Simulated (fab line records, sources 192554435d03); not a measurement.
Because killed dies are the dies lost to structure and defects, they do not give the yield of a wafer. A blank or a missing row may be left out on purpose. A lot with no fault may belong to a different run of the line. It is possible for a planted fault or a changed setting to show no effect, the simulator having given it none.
Lot-split experiment	flow n5 finfet	7 lots, 21 wafers read, on a route of 1938 steps

## THE SPLIT ITSELF
At N5_BEOL_M0_TRENCH_ETCH_107 (etches SiOC in C4F6/O2, target depth 32.8 nm, time 16.4 s), the setting target depth a was moved away from the recipe's 328 angstrom on 7 of the 21 wafers read, by -10.3% to +6.9%. This setting was run at the recipe's value on the other wafers.

## FROM THE SPLIT TO THE READING: what the file shows between them, 1 step
- N5_BEOL_M0_STRIP_142: strips in N2/H2, time 10 s

## THE READING
trench depth nm, in nm, at N5_BEOL_M0_OCD_MEAS_108. Fault-free wafers of this fab line usually give 32.8 nm, standard deviation 0.62 nm.

wafer	tool, chamber at the split	target depth a as run, angstrom	against the recipe	trench depth nm, nm	against lot-mates on the recipe
L074.1	rie diel-02, 0,2	294.1	-10.3%	30.4	-2.1
L074.2	rie diel-02, 0,2	294.1	-10.3%	29.0	-3.5
L074.3	rie diel-02, 3	328	recipe	32.5	-
L083.2	rie diel-03, 0,3,1	328	recipe	33.9	-
L083.3	rie diel-03, 0,3,1	328	recipe	32.3	-
L083.6	rie diel-03, 0,3,1	328	recipe	32.6	-
L090.3	rie diel-03, 3,1	328	recipe	32.4	-
L090.4	rie diel-03, 1	344.3	+5.0%	34.5	+2.0
L090.5	rie diel-03, 3,1	328	recipe	32.7	-
L089.1	rie diel-02, 0,3,1	328	recipe	33.6	-
L089.2	rie diel-02, 0,3,1	328	recipe	32.6	-
L089.3	rie diel-02, 0,3,1	328	recipe	33.2	-
L092.1	rie diel-02, 0,2,3	328	recipe	33.9	-
L092.2	rie diel-02, 0,2,3	328	recipe	32.5	-
L092.3	rie diel-02, 0,2,3	328	recipe	32.3	-
L093.3	rie diel-04, 3	328	recipe	32.7	-
L093.4	rie diel-04, 0,1	341.8	+4.2%	34.2	+1.5
L093.5	rie diel-04, 0,1	341.8	+4.2%	34.2	+1.5
L095.4	rie diel-04, 0,2	350.5	+6.9%	35.7	+3.5
L095.5	rie diel-04, 1	328	recipe	32.2	-
L095.6	rie diel-04, 0,2	350.5	+6.9%	35.0	+2.8
Where a row lists several chambers, the file gives one row for several wafers and doesn't say which wafer went through which chamber.

THE FIT
A straight line over all 21 wafers: trench depth nm changes by +0.323 nm for each +1% of target depth a; r = +0.93; the points scatter about the line by 0.56 nm.
The same after taking each lot's own level away (the mean of its wafers on the recipe; 21 wafers): +0.333 nm for each +1%; r = +0.93; scatter 0.59 nm.
According to that fit, moving target depth a by its largest amount changes the reading by 3.4 nm.
From 32.20 to 33.13 nm: that is the span of the lots' own levels, equal to 1.5 times the standard deviation above.
The two slopes agree, so the slope changes little with the lot-to-lot level.
Check: with one of the wafers moved furthest among these (-10.3%) left out of the fit, the line predicts -3.92 nm for it against its lot-mates. Against them it came out at -2.1 nm.

## THE OTHER SPLITS THESE WAFERS WENT THROUGH
Other splits were also applied to these wafers ahead of the reading. Each is held against what the fit with the lots' levels taken away leaves over:
other split on the same wafers	wafers away from the commonest value	r with trench depth nm (lot level and that fit taken away)
N5_GATE_CUT_COAT_27 spin rpm	3	-0.07
N5_MOL_CONTACT_COAG_ETCH_105 bias w	7	-0.09
N5_MOL_CONTACT_COAG_COAT_62 spin rpm	8	-0.14

## FILE'S OWN FIT
trench depth nm changes by +0.34 nm for each +1% of target depth a, r = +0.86.
